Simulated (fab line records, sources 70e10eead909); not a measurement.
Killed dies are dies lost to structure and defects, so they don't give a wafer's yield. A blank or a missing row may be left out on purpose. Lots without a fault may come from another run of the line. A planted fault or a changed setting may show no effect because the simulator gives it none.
fab line records | flow nand_harc
record lots=24 wafers=72 last_day=34
route steps=1302 shown A_SLIT@923 A_WL_FILL@952 A_CONTACT@1042
lots that met no fault: from a run of the same line without faults
start_h: hours from the record's first day to the start of the lot's first wafer shown | wait_h: hours since the lot's step before | " the same as in the row above | L1.1+2: a row that stands for several wafers | - no value, or no start given | * or withheld: withheld | < > ~ a bound
route shown NAME@n: a module of which the file shows steps, and the number in the route of the first | usual: mean/standard deviation of fault-free wafers | same: alike in all rows | chamber/n: place in a boat | sites: the reading at each site | _std_site: their standard deviation | _edge_site: outer sites' mean less inner sites' | radius_mm: how far each site lies from the wafer's centre | mask NAME#n: copy n | behind: the tool/chamber that last shaped the wafer | hold: why the lot was held/for how many hours/how that ended | device: the transistor (n, p or np) that didn't switch | end of line: the same wafers' tests at the end of the route | a step without rows: its recipe alone | killed: dies lost to structure and defects at the first sort, not the wafer's yield | map: a wafer's dies, x killed, . not, _ none there
set.NAME: the setting as run; set.NAME@STEP: as run at that earlier step | model.NAME: the simulator's own value behind a step, which no gauge read
steps of the route over a sample of lots; a table a step, a row a wafer
services: from which hour (start_h, from the record's first day; less than 0 if before it) a tool's chamber was out of use, for how many hours, and why
## steps
# step NHARC_A_SLIT_DEP_00
# recipe target_thk_a=62000 temp_c=400 material=aC
# usual throttle_valve_pct=35.000/0.0089
# columns lot.wafer tool chamber start_h wait_h throttle_valve_pct
L074.3 acl_dep-01 0 443.43 - 34.995
L074.5 " 0 444.68 - 35.013
L074.6 " 0 " " 34.999
L075.2 acl_dep-03 0 456.35 - 35.004
L075.5 " 0 458.23 - 35.007
L075.6 " 0 " " 35.002
L076.2 acl_dep-02 0 456.46 - 34.991
L076.3 " 0 " " 35.014
L076.6 " 0 458.92 - 34.992
L077.2 acl_dep-03 0 469.46 - 34.997
L077.5 " 0 471.36 - 34.997
L077.6 " 0 " " 35.002
L079.1 acl_dep-02 0 485.54 - 34.991
L079.3 " 0 486.79 - 34.991
L079.5 " 0 488.04 - 35.007
L078.1 acl_dep-01 0 486.37 - 35.002
L078.4 " 0 488.25 - 34.995
L078.6 " 0 489.51 - 35.000
L080.1 acl_dep-02 0 508.54 - 35.008
L080.2 " 0 " " 34.980
L080.3 " 0 " " 34.998
L081.1 acl_dep-01 0 518.10 - 34.984
L081.3 " 0 519.35 - 34.996
L081.6 " 0 521.22 - 34.983
L083.2 acl_dep-02 0 525.13 - 35.000
L083.4 " 0 526.39 - 35.000
L083.5 " 0 " " 35.009
L082.2 acl_dep-03 0 526.68 2.4 35.005
L082.4 " 0 527.95 3.5 35.000
L082.6 " 0 529.22 4.7 35.001
L085.2 acl_dep-01 0 537.55 - 35.008
L085.3 " 0 " " 34.993
L085.4 " 0 " " 34.999
L084.1 acl_dep-03 0 537.59 - 35.002
L084.2 " 0 " " 35.000
L084.4 " 0 539.45 - 35.006
L086.2 acl_dep-02 0 539.30 - 35.007
L086.4 " 0 540.55 - 34.980
L086.5 " 0 " " 35.004
L089.1 acl_dep-03 0 588.82 - 34.997
L089.2 " 0 " " 35.009
L089.5 " 0 591.30 - 35.013
L087.1 acl_dep-01 0 589.62 - 34.989
L087.2 " 0 " " 34.987
L087.3 " 0 " " 34.992
L088.1 acl_dep-01 0 603.57 - 35.009
L088.2 " 0 " " 35.003
L088.3 " 0 " " 35.002
L090.2 acl_dep-03 0 603.63 - 35.006
L090.5 " 0 605.53 - 34.998
L090.6 " 0 " " 34.993
L093.2 acl_dep-03 0 616.30 - 35.004
L093.3 " 0 " " 34.985
L093.5 " 0 618.16 - 35.003
L091.1 acl_dep-01 0 616.61 - 35.006
L091.3 " 0 617.88 - 35.002
L091.5 " 0 619.15 - 34.988
L092.1 acl_dep-03 0 634.12 - 35.002
L092.4 " 0 636.02 - 35.007
L092.6 " 0 637.28 - 34.997
L094.3 acl_dep-02 0 640.21 - 35.005
L094.4 " 0 " " 35.001
L094.6 " 0 642.08 - 34.990
L095.1 acl_dep-03 0 649.37 - 35.007
L095.4 " 0 651.21 - 34.996
L095.5 " 0 " " 35.010
L097.3 acl_dep-01 0 674.51 7.3 35.002
L097.4 " 0 " " 35.000
L097.6 " 0 676.38 9.1 35.023
L096.2 acl_dep-02 0 702.25 - 35.002
L096.3 " 0 " " 35.008
L096.6 " 0 704.77 - 34.996
# step NHARC_A_WL_FILL_ALD_00
# recipe target_thk_a=30 pulse_time_s=3 ald_cycles=30 temp_c=300 material=Al2O3
# usual heater_power_w=443/36 precursor_pulse_height_rel=1.001/0.023
# columns lot.wafer tool chamber start_h wait_h heater_power_w precursor_pulse_height_rel
L074.3 ald_hk-02 1 459.74 0.1 498 0.991
L074.6 " 1 " " 504 1.023
L074.5 " 2 " " 427 0.999
L076.3 ald_hk-03 3 473.78 0.1 365 1.006
L076.2 " 1 " " 448 1.022
L076.6 " 3 " " 380 1.011
L075.2 ald_hk-03 3 476.19 0.1 379 0.992
L075.6 " 1 " " 439 1.006
L075.5 " 2 " " 437 0.965
L077.2 ald_hk-02 3 487.17 0.2 454 1.023
L077.5 " 0 " " 441 1.013
L077.6 " 1 " " 497 0.997
L079.3 ald_hk-02 1 503.25 0.1 504 0.995
L079.1 " 3 " " 469 1.013
L079.5 " 1 " " 495 0.951
L078.1 ald_hk-03 1 503.25 0.1 438 0.997
L078.4 " 2 " " 434 1.018
L078.6 " 0 " " 476 0.964
L080.2 ald_hk-02 2 526.22 0.1 449 0.998
L080.1 " 3 " " 466 1.008
L080.3 " 0 " " 446 1.036
L081.3 ald_hk-03 3 537.85 0.1 374 1.002
L081.1 " 0 " " 492 1.005
L081.6 " 2 " " 440 0.987
L083.2 ald_hk-03 0 542.23 0.1 482 1.001
L083.4 " 1 " " 439 1.024
L083.5 " 3 " " 380 0.993
L082.2 ald_hk-02 2 546.02 0.1 414 0.982
L082.4 " 0 " " 436 0.998
L082.6 " 3 " " 490 0.936
L085.2 ald_hk-03 0 554.43 0.1 460 1.015
L085.4 " 1 " " 448 1.002
L085.3 " 3 " " 372 1.010
L084.4 ald_hk-02 2 556.62 0.1 417 1.021
L084.2 " 0 " " 450 0.987
L084.1 " 1 " " 454 1.003
L086.4 ald_hk-02 2 556.81 0.2 412 0.978
L086.2 " 0 " " 450 0.990
L086.5 " 1 " " 464 0.991
L089.1 ald_hk-02 1 606.80 0.1 459 0.991
L089.2 " 0 " " 435 1.074
L089.5 " 2 " " 408 1.000
L087.2 ald_hk-03 3 609.22 0.1 365 0.981
L087.1 " 0 " " 494 0.968
L087.3 " 1 " " 424 0.966
L090.2 ald_hk-03 0 621.50 0.9 503 0.975
L090.6 " 1 " " 430 0.968
L090.5 " 2 " " 428 1.000
L088.3 ald_hk-02 2 621.78 1.1 417 0.996
L088.2 " 3 " " 482 1.012
L088.1 " 0 " " 439 1.015
L091.1 ald_hk-04 2 634.33 0.1 425 0.999
L091.3 " 0 " " 457 1.003
L091.5 " 2 " " 426 0.999
L093.3 ald_hk-04 3 634.49 0.2 448 1.010
L093.2 " 2 " " 412 1.019
L093.5 " 0 " " 467 0.993
L092.1 ald_hk-02 0 651.83 0.1 454 0.998
L092.4 " 2 " " 425 0.989
L092.6 " 0 " " 449 0.983
L094.4 ald_hk-03 2 657.64 0.1 433 1.013
L094.3 " 0 " " 488 0.996
L094.6 " 3 " " 369 0.986
L095.1 ald_hk-04 2 666.89 0.1 421 0.978
L095.4 " 1 " " 505 0.944
L095.5 " 2 " " 429 1.018
L097.4 ald_hk-03 2 690.85 0.1 442 1.027
L097.3 " 1 " " 425 1.011
L097.6 " 2 " " 443 1.023
L096.3 ald_hk-03 2 723.79 0.1 440 1.033
L096.2 " 1 " " 425 0.994
L096.6 " 3 " " 373 1.007
# step NHARC_A_CONTACT_DESCUM_74
# recipe time_s=3 o2_flow_sccm=200 ar_flow_sccm=0 bias_power_w=0 chemistry=O2
# usual drypump_motor_current_A=5.8/0.43 oes_product_au=0.999/0.008 rf_vpp_V=57.9/0.87 showerhead_plenum_p_Torr=1.92/0.064 throttle_valve_pct=11.311/0.0093
# columns lot.wafer tool chamber start_h wait_h drypump_motor_current_A oes_product_au rf_hours_counter_h rf_vpp_V showerhead_plenum_p_Torr throttle_valve_pct
L074.3 rie_diel-07 1 496.64 0.1 5.9 1.002 4 59.8 1.99 11.332
L074.5 " 0 " " 6.3 0.994 - 58.0 1.82 11.310
L074.6 " 1 " " 5.9 0.993 - 58.3 1.99 11.307
L076.2 rie_diel-12 2 508.82 0.1 5.4 0.989 16 58.8 1.96 11.317
L076.3 " 3 " " 6.1 0.985 17 57.7 1.85 11.306
L076.6 " 2 " " 5.4 0.992 - 58.5 1.96 11.301
L075.2 rie_diel-07 3 511.49 0.1 5.6 1.001 5 58.0 2.01 11.317
L075.6 " 0 " " 6.3 0.998 - 57.0 1.82 11.306
L075.5 " 1 " " 5.9 0.999 - 59.2 1.99 11.324
L077.2 rie_diel-07 0 522.42 0.1 6.3 0.990 8 59.7 1.82 11.323
L077.5 " 3 " " 5.6 1.005 - 58.2 2.01 11.305
L077.6 " 0 " " 6.3 1.010 - 56.5 1.82 11.314
L079.3 rie_diel-07 2 537.57 0.1 6.1 0.998 10 58.8 1.94 11.298
L079.1 " 0 " " 6.3 0.992 11 56.7 1.82 11.297
L079.5 " 1 " " 5.9 1.009 - 59.7 1.99 11.314
L078.4 rie_diel-12 3 537.84 0.1 6.1 0.989 23 59.4 1.84 11.306
L078.1 " 2 " " 5.5 0.989 22 58.6 1.96 11.304
L078.6 " 0 " " 5.0 0.987 - 59.0 1.85 11.299
L080.1 rie_diel-12 1 569.14 0.1 5.5 0.988 29 57.8 1.94 11.320
L080.2 " 2 " " 5.4 0.982 31 57.7 1.96 11.305
L080.3 " 3 " " 6.1 0.995 33 57.5 1.84 11.296
L083.2 rie_diel-11 3 574.79 0.1 5.0 0.989 48 58.2 1.88 11.330
L083.4 " 1 " " 6.2 1.006 55 57.7 1.98 11.334
L083.5 " 0 " " 6.3 1.008 - 57.4 1.96 11.318
L081.3 rie_diel-07 1 582.30 0.1 5.9 0.991 15 57.0 1.98 11.317
L081.1 " 2 " " 6.1 1.004 15 57.8 1.94 11.314
L081.6 " 1 " " 5.9 1.004 - 57.9 1.98 11.314
L085.4 rie_diel-07 2 587.36 0.1 6.1 1.006 17 57.9 1.94 11.320
L085.2 " 0 " " 6.3 0.997 18 58.6 1.82 11.308
L085.3 " 1 " " 5.9 1.000 17 58.7 1.98 11.313
L082.4 rie_diel-07 1 589.63 0.1 5.8 0.991 17 59.6 1.98 11.308
L082.2 " 2 " " 6.1 0.996 18 60.1 1.94 11.311
L082.6 " 1 " " 5.9 0.993 - 58.8 1.98 11.322
L084.4 rie_diel-12 3 590.56 0.1 6.1 1.007 42 57.9 1.84 11.323
L084.2 " 0 " " 4.9 0.991 44 57.8 1.85 11.331
L084.1 " 1 " " 5.5 0.991 38 57.6 1.94 11.307
L086.2 rie_diel-11 1 596.40 0.1 6.2 0.996 63 58.3 1.97 11.292
L086.4 " 3 " " 5.0 1.003 52 56.8 1.88 11.294
L086.5 " 1 " " 6.2 0.993 - 58.8 1.97 11.325
L089.1 rie_diel-11 3 647.22 0.1 5.0 1.001 9 57.5 1.87 11.303
L089.2 " 0 " " 6.3 1.018 11 58.5 1.95 11.316
L089.5 " 3 " " 5.0 1.006 - 59.6 1.87 11.309
L087.2 rie_diel-11 0 649.54 0.1 6.3 1.005 12 58.1 1.95 11.316
L087.1 " 1 " " 6.2 1.007 13 59.2 1.97 11.311
L087.3 " 2 " " 6.1 1.000 12 57.9 1.94 11.299
L088.2 rie_diel-11 1 657.10 0.1 6.2 1.003 17 57.9 1.97 11.317
L088.3 " 2 " " 6.1 1.006 16 56.4 1.94 11.319
L088.1 " 0 " " 6.3 1.020 16 56.6 1.95 11.304
L090.2 rie_diel-12 2 662.47 0.1 5.4 1.003 10 59.4 1.95 11.313
L090.5 " 2 " " 5.4 0.995 - 58.8 1.95 11.297
L090.6 " 3 " " 6.1 0.995 - 58.3 1.83 11.312
L093.2 rie_diel-07 3 674.31 0.1 5.6 1.011 2 57.4 2.01 11.304
L093.3 " 0 " " 6.3 0.998 2 56.4 1.82 11.313
L093.5 " 0 " " 6.3 1.001 - 58.3 1.82 11.297
L091.1 rie_diel-12 1 675.03 0.1 5.5 1.006 15 58.3 1.93 11.305
L091.3 " 2 " " 5.4 1.009 13 57.7 1.95 11.307
L091.5 " 0 " " 5.0 1.015 - 58.0 1.84 11.310
L092.1 rie_diel-07 1 692.33 0.1 5.9 1.004 6 58.6 1.98 11.302
L092.4 " 2 " " 6.1 1.000 5 56.4 1.93 11.296
L092.6 " 3 " " 5.6 1.000 - 57.7 2.00 11.316
L094.3 rie_diel-11 2 695.93 0.1 6.1 1.001 30 56.9 1.93 11.325
L094.4 " 3 " " 5.0 0.995 29 57.3 1.87 11.299
L094.6 " 1 " " 6.2 0.999 - 57.9 1.96 11.302
L095.1 rie_diel-07 1 705.49 0.1 5.9 1.001 8 58.3 1.98 11.314
L095.4 " 3 " " 5.6 0.999 8 58.9 2.00 11.311
L095.5 " 0 " " 6.3 1.001 - 57.0 1.81 11.304
L097.3 rie_diel-07 2 729.41 0.1 6.1 0.982 10 58.2 1.93 11.297
L097.4 " 3 " " 5.6 0.995 10 57.6 2.00 11.306
L097.6 " 2 " " 6.1 0.999 - 57.1 1.93 11.301
L096.2 rie_diel-07 2 765.10 0.1 6.1 0.994 13 57.0 1.93 11.319
L096.3 " 3 " " 5.6 0.998 15 59.5 2.00 11.302
L096.6 " 2 " " 6.1 0.986 - 59.0 1.93 11.307
# step NHARC_A_CONTACT_ETCH_75
# recipe target_depth_a=390 over_etch_frac=0.3 time_s=65 ion_energy_ev=80 cf4_flow_sccm=150 ar_flow_sccm=0 rf_w=300 bias_w=100 chemistry=CF4
# usual drypump_motor_current_A=5.8/0.42 oes_product_au=0.998/0.0086 rf_vpp_V=151.4/1.2 showerhead_plenum_p_Torr=1.78/0.056 throttle_valve_pct=13.284/0.0093
# columns lot.wafer tool chamber start_h wait_h drypump_motor_current_A oes_product_au rf_hours_counter_h rf_vpp_V showerhead_plenum_p_Torr throttle_valve_pct
L074.3 rie_diel-07 1 496.73 0.1 5.9 1.005 4 152.2 1.83 13.280
L074.6 " 3 " " 5.6 1.003 - 152.4 1.85 13.285
L074.5 " 0 " " 6.3 1.001 - 151.5 1.69 13.275
L076.3 rie_diel-12 0 508.91 0.1 5.0 0.995 16 151.4 1.72 13.299
L076.2 " 1 " " 5.5 0.999 13 150.1 1.80 13.281
L076.6 " 2 " " 5.4 0.997 - 151.8 1.81 13.277
L075.2 rie_diel-07 0 511.59 0.1 6.3 0.997 6 150.6 1.69 13.282
L075.6 " 1 " " 5.9 0.996 - 151.5 1.83 13.294
L075.5 " 2 " " 6.1 0.993 - 151.8 1.79 13.259
L077.2 rie_diel-07 1 522.53 0.1 5.9 1.010 8 152.9 1.83 13.288
L077.5 " 3 " " 5.6 0.999 - 151.9 1.85 13.291
L077.6 " 0 " " 6.3 1.001 - 149.7 1.69 13.295
L079.3 rie_diel-07 2 537.66 0.1 6.1 0.996 10 153.1 1.79 13.274
L079.1 " 3 " " 5.6 0.993 10 152.0 1.85 13.278
L079.5 " 0 " " 6.3 0.991 - 151.4 1.69 13.278
L078.1 rie_diel-12 3 537.98 0.1 6.1 1.000 23 149.6 1.71 13.296
L078.4 " 2 " " 5.4 0.986 22 150.3 1.81 13.291
L078.6 " 3 " " 6.1 0.986 - 150.5 1.71 13.278
L080.3 rie_diel-12 3 569.40 0.2 6.1 0.987 33 149.2 1.71 13.273
L080.1 " 0 " " 5.0 1.001 34 152.5 1.71 13.283
L080.2 " 2 " " 5.5 0.987 31 151.6 1.81 13.284
L083.2 rie_diel-11 3 575.00 0.2 5.0 0.982 48 150.6 1.74 13.276
L083.4 " 0 " " 6.3 0.996 51 151.9 1.80 13.294
L083.5 " 3 " " 5.0 0.998 - 150.4 1.74 13.269
L081.1 rie_diel-07 0 582.38 0.1 6.3 1.002 16 149.8 1.69 13.294
L081.3 " 3 " " 5.6 1.000 16 151.3 1.85 13.280
L081.6 " 0 " " 6.3 0.990 - 150.6 1.69 13.271
L085.2 rie_diel-07 3 587.45 0.1 5.6 0.994 18 152.4 1.85 13.295
L085.4 " 0 " " 6.3 0.990 18 149.8 1.69 13.288
L085.3 " 2 " " 6.1 1.007 17 151.8 1.79 13.275
L082.4 rie_diel-07 3 589.72 0.1 5.6 0.997 19 152.8 1.85 13.268
L082.2 " 0 " " 6.3 0.988 18 151.6 1.69 13.291
L082.6 " 3 " " 5.6 1.005 - 153.5 1.85 13.288
L084.2 rie_diel-12 2 590.63 0.1 5.4 0.981 39 152.3 1.80 13.285
L084.1 " 3 " " 6.1 0.992 42 150.8 1.70 13.289
L084.4 " 1 " " 5.5 0.997 38 151.2 1.79 13.294
L086.4 rie_diel-11 2 596.49 0.1 6.0 1.020 56 151.2 1.80 13.277
L086.2 " 3 " " 5.0 0.998 52 150.5 1.74 13.289
L086.5 " 1 " " 6.2 1.012 - 152.4 1.82 13.287
L089.2 rie_diel-11 3 647.31 0.1 5.0 1.000 9 150.5 1.73 13.289
L089.1 " 1 " " 6.2 1.005 12 152.5 1.82 13.280
L089.5 " 2 " " 6.1 1.010 - 153.1 1.79 13.282
L087.2 rie_diel-11 0 649.63 0.1 6.3 1.029 12 153.2 1.80 13.292
L087.1 " 1 " " 6.1 1.000 13 152.8 1.81 13.270
L087.3 " 2 " " 6.1 1.004 12 151.2 1.79 13.270
L088.1 rie_diel-11 1 657.19 0.1 6.2 1.012 17 151.1 1.81 13.306
L088.3 " 3 " " 5.0 0.996 15 148.4 1.73 13.283
L088.2 " 0 " " 6.3 1.018 16 151.8 1.80 13.285
L090.2 rie_diel-12 3 662.69 0.2 6.1 0.998 12 149.9 1.70 13.285
L090.6 " 1 " " 5.5 0.989 - 151.6 1.78 13.282
L090.5 " 2 " " 5.4 1.009 - 149.8 1.80 13.281
L093.2 rie_diel-07 0 674.40 0.1 6.3 0.989 2 149.6 1.69 13.299
L093.3 " 1 " " 5.9 0.998 2 151.4 1.83 13.285
L093.5 " 3 " " 5.6 1.000 - 151.7 1.85 13.281
L091.1 rie_diel-12 3 675.10 0.1 6.1 0.993 16 150.5 1.70 13.288
L091.3 " 0 " " 5.0 0.987 17 151.6 1.70 13.290
L091.5 " 0 " " 5.0 1.001 - 150.8 1.70 13.277
L092.4 rie_diel-07 3 692.41 0.1 5.6 1.001 5 151.6 1.85 13.299
L092.1 " 0 " " 6.3 0.996 6 149.4 1.68 13.276
L092.6 " 2 " " 6.1 0.990 - 153.1 1.78 13.292
L094.4 rie_diel-11 1 696.00 0.1 6.2 1.002 29 152.3 1.81 13.288
L094.3 " 3 " " 5.0 1.003 29 150.6 1.73 13.286
L094.6 " 1 " " 6.2 1.000 - 151.4 1.81 13.279
L095.4 rie_diel-07 1 705.57 0.1 5.9 0.997 8 151.9 1.82 13.286
L095.1 " 3 " " 5.6 1.002 8 153.0 1.85 13.276
L095.5 " 2 " " 6.1 0.996 - 151.2 1.78 13.282
L097.3 rie_diel-07 3 729.50 0.1 5.6 1.007 10 153.6 1.85 13.277
L097.4 " 0 " " 6.3 0.989 11 150.4 1.68 13.276
L097.6 " 3 " " 5.6 0.991 - 151.7 1.85 13.277
L096.3 rie_diel-07 1 765.19 0.1 5.9 0.997 13 149.8 1.82 13.271
L096.2 " 2 " " 6.1 0.977 13 150.8 1.78 13.276
L096.6 " 0 " " 6.3 0.981 - 149.4 1.68 13.280
# step NHARC_A_CONTACT_ETCH_138
# recipe source_w=withheld pressure_mtorr=20 bias_v=1200 time_s=311 target_depth_a=19140 ar_flow_sccm=withheld c4f8_flow_sccm=withheld o2_flow_sccm=withheld chemistry=C4F8/O2/Ar
# usual oes_air_line_au=0.999/0.019
# columns lot.wafer tool chamber start_h wait_h oes_air_line_au rf_hours_counter_h
L074.3 har_cap_etch-03 1 508.11 0.3 0.987 -
L074.6 " 1 " " 0.995 -
L074.5 " 0 " " 1.045 -
L076.2 har_cap_etch-01 1 518.84 0.2 0.972 1
L076.3 " 1 " " 0.988 -
L076.6 " 0 " " 0.996 -
L075.2 har_cap_etch-02 0 521.34 0.2 0.975 96
L075.6 " 0 " " 0.996 -
L075.5 " 1 " " 1.008 -
L077.2 har_cap_etch-03 0 534.20 0.2 0.973 48
L077.6 " 1 " " 0.997 -
L077.5 " 0 " " 0.984 -
L079.1 har_cap_etch-03 1 547.50 0.2 1.021 49
L079.3 " 0 " " 1.030 -
L079.5 " 1 " " 0.990 -
L078.1 har_cap_etch-01 1 548.06 0.2 1.002 6
L078.4 " 0 " " 0.978 -
L078.6 " 1 " " 0.981 -
L080.2 har_cap_etch-02 1 582.77 0.2 1.027 107
L080.1 " 0 " " 0.983 107
L080.3 " 0 " " 1.015 -
L083.2 har_cap_etch-03 1 586.55 0.3 1.033 57
L083.4 " 0 " " 1.015 -
L083.5 " 0 " " 0.972 -
L081.1 har_cap_etch-02 1 595.59 0.2 0.999 112
L081.3 " 0 " " 0.995 -
L081.6 " 1 " " 1.014 -
L085.2 har_cap_etch-01 1 600.30 0.2 1.003 16
L085.3 " 0 " " 1.009 -
L085.4 " 1 " " 1.008 -
L082.2 har_cap_etch-02 1 601.88 0.2 0.998 114
L082.4 " 0 " " 1.012 -
L082.6 " 1 " " 0.982 -
L084.2 har_cap_etch-03 0 602.12 0.2 1.002 62
L084.1 " 1 " " 1.023 62
L084.4 " 0 " " 0.995 -
L086.2 har_cap_etch-01 0 606.63 0.2 1.010 18
L086.4 " 1 " " 1.029 -
L086.5 " 1 " " 1.028 -
L089.1 har_cap_etch-03 1 661.08 0.2 0.996 68
L089.2 " 0 " " 0.984 68
L089.5 " 1 " " 0.969 -
L087.1 har_cap_etch-03 0 663.80 0.2 1.016 69
L087.2 " 1 " " 0.977 69
L087.3 " 0 " " 0.986 -
L088.2 har_cap_etch-03 1 673.09 0.2 0.984 70
L088.1 " 0 " " 0.960 70
L088.3 " 1 " " 0.992 -
L090.2 har_cap_etch-03 0 679.46 0.3 1.018 72
L090.5 " 1 " " 1.011 -
L090.6 " 0 " " 1.010 -
L093.2 har_cap_etch-02 0 685.20 0.3 1.015 125
L093.3 " 1 " " 0.984 -
L093.5 " 0 " " 1.014 -
L091.1 har_cap_etch-03 1 686.29 0.3 1.000 73
L091.3 " 0 " " 1.022 -
L091.5 " 1 " " 1.006 -
L092.1 har_cap_etch-01 0 703.45 0.3 1.022 33
L092.4 " 1 " " 1.009 -
L092.6 " 0 " " 0.973 -
L094.4 har_cap_etch-02 0 709.14 0.2 1.020 -
L094.3 " 1 " " 1.016 -
L094.6 " 0 " " 0.987 -
L095.1 har_cap_etch-01 1 717.34 0.2 1.011 34
L095.4 " 0 " " 0.979 -
L095.5 " 1 " " 0.994 -
L097.4 har_cap_etch-01 0 739.77 0.3 0.992 -
L097.3 " 1 " " 1.010 -
L097.6 " 0 " " 0.985 -
L096.2 har_cap_etch-03 1 775.30 0.2 0.987 88
L096.3 " 0 " " 0.995 -
L096.6 " 0 " " 0.990 -
# step NHARC_A_CONTACT_CD_MEAS_15
# usual cd_nm=190.0/0.59
# columns lot.wafer tool chamber start_h wait_h cd_nm
L074.3 cd_sem-02 - 509.22 - 190.1
L074.5 " - " " 189.5
L074.6 " - " " 190.5
L076.2 cd_sem-02 - 519.84 - 188.8
L076.3 " - " " 189.1
L076.6 " - " " 189.1
L075.2 cd_sem-02 - 522.38 - 189.9
L075.5 " - " " 189.9
L075.6 " - " " 190.4
L077.2 cd_sem-03 - 535.21 - 190.7
L077.5 " - " " 190.6
L077.6 " - " " 189.9
L079.1 cd_sem-01 - 548.51 - 190.0
L079.3 " - " " 190.0
L079.5 " - " " 190.0
L078.1 cd_sem-02 - 549.06 - 189.6
L078.4 " - " " 190.1
L078.6 " - " " 189.8
L080.1 cd_sem-02 - 583.82 - 189.7
L080.2 " - " " 189.9
L080.3 " - " " 190.0
L083.2 cd_sem-01 - 587.61 - 190.2
L083.4 " - " " 189.5
L083.5 " - " " 189.9
L081.1 cd_sem-03 - 596.59 - 190.5
L081.3 " - " " 190.3
L081.6 " - " " 190.5
L085.2 cd_sem-03 - 601.31 - 190.5
L085.3 " - " " 190.9
L085.4 " - " " 190.6
L082.2 cd_sem-01 - 603.02 - 188.8
L082.4 " - " " 189.0
L082.6 " - " " 188.7
L084.1 cd_sem-03 - 603.16 - 190.7
L084.2 " - " " 190.9
L084.4 " - " " 190.6
L086.2 cd_sem-01 - 607.69 - 190.0
L086.4 " - " " 190.1
L086.5 " - " " 190.3
L089.1 cd_sem-01 - 662.12 - 189.7
L089.2 " - " " 190.0
L089.5 " - " " 189.9
L087.1 cd_sem-01 - 664.85 - 190.2
L087.2 " - " " 190.6
L087.3 " - " " 189.9
L088.1 cd_sem-01 - 674.13 - 190.5
L088.2 " - " " 191.1
L088.3 " - " " 190.8
L090.2 cd_sem-03 - 680.63 - 189.8
L090.5 " - " " 189.6
L090.6 " - " " 190.0
L093.2 cd_sem-02 - 686.38 - 190.7
L093.3 " - " " 190.9
L093.5 " - " " 190.5
L091.1 cd_sem-01 - 687.51 - 190.7
L091.3 " - " " 190.8
L091.5 " - " " 190.6
L092.1 cd_sem-01 - 704.59 - 189.2
L092.4 " - " " 190.0
L092.6 " - " " 189.0
L094.3 cd_sem-01 - 710.15 - 189.7
L094.4 " - " " 189.8
L094.6 " - " " 190.3
L095.1 cd_sem-03 - 719.19 - 189.1
L095.4 " - " " 188.8
L095.5 " - " " 188.4
L097.3 cd_sem-03 - 740.89 - 190.0
L097.4 " - " " 190.3
L097.6 " - " " 189.7
L096.2 cd_sem-03 - 776.30 - 189.3
L096.3 " - " " 190.7
L096.6 " - " " 190.4
## services
# columns tool chamber start_h hours kind
rie_diel-12 - 445.50 9.0 pm
rie_diel-07 2 467.19 5.8 repair
rie_diel-07 - 471.31 9.0 pm
acl_dep-03 - 483.13 13.0 pm
rie_diel-11 2 488.06 1.5 repair
har_cap_etch-03 - 497.54 0.5 repair
ald_hk-02 - 528.66 10.0 pm
rie_diel-12 3 562.56 6.0 repair
ald_hk-03 - 570.32 10.0 pm
rie_diel-11 3 579.65 3.0 repair
rie_diel-11 - 609.54 9.0 pm
rie_diel-12 - 622.57 9.0 pm
ald_hk-03 - 639.11 0.8 repair
rie_diel-07 - 648.31 9.0 pm
har_cap_etch-03 - 654.22 0.4 repair
rie_diel-11 1 673.45 4.3 repair
rie_diel-12 - 693.04 1.3 repair
rie_diel-11 0 705.57 9.4 repair
ald_hk-02 - 707.26 10.0 pm
rie_diel-11 2 721.15 15.0 repair
rie_diel-07 - 741.43 4.2 repair
rie_diel-11 1 742.34 9.4 repair
ald_hk-03 - 748.32 10.0 pm
rie_diel-11 2 755.15 1.3 repair
## key
fault none
